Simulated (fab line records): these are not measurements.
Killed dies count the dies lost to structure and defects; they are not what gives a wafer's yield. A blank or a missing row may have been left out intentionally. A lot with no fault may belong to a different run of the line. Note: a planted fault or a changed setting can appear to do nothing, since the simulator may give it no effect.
Chamber matching + flow nand-harc + NHARC_A_STAIRCASE_ETCH_232 on rie-diel-04 has 4 sister chambers
The step etches the open film in C4F8/O2, target depth 100 nm, time 40.5 s. 8 wafers are shown with their chamber, then 8 later ones without.

WAFERS, EACH WITH ITS CHAMBER
| wafer  | chamber | rf-vpp-V (V) | oes-product-au (a.u.) |
|--------|---------|--------------|-----------------------|
| L795.3 | 0       | 904          | 0.954                 |
| L799.3 | 1       | 893          | 0.945                 |
| L799.6 | 0       | 904          | 0.957                 |
| L802.3 | 3       | 898          | 0.942                 |
| L806.1 | 1       | 893          | 0.965                 |
| L806.4 | 2       | 892          | 0.950                 |
| L806.6 | 2       | 891          | 0.944                 |
| L808.1 | 3       | 898          | 0.971                 |

WAFERS WHOSE CHAMBER IS MISSING
| wafer  | rf-vpp-V (V) | oes-product-au (a.u.) |
|--------|--------------|-----------------------|
| L809.3 | 902          | 0.954                 |
| L809.6 | 893          | 0.952                 |
| L816.1 | 902          | 0.941                 |
| L816.2 | 889          | 0.932                 |
| L816.3 | 897          | 0.941                 |
| L817.1 | 898          | 0.942                 |
| L817.2 | 903          | 0.947                 |
| L817.4 | 891          | 0.939                 |

WHICH CHAMBER EACH ONE RAN IN
| wafer  | from the rows above | in truth |
|--------|---------------------|----------|
| L809.3 | 0                   | 0        |
| L809.6 | 1                   | 1        |
| L816.1 | 0                   | 0        |
| L816.2 | 2                   | 2        |
| L816.3 | 3                   | 3        |
| L817.1 | 3                   | 3        |
| L817.2 | 0                   | 0        |
| L817.4 | 2                   | 2        |
Correctly placed: 8 of 8. Not placeable from these rows: 0. Wrongly placed: 0.
How it was worked out, from the rows above alone: a wafer's distance from a chamber is the root of the sum, over the readings, of the square of ((its reading less the chamber's mean) divided by the reading's scatter). If the next closest chamber is less than 2 further off than the closest, the wafer can't be placed; otherwise it belongs to the closest. Each chamber's mean is taken over the wafers shown for it. The scatter: take each reading less its chamber's mean, square it, sum over the shown wafers, divide by the number of wafers less the number of chambers, and take the root.
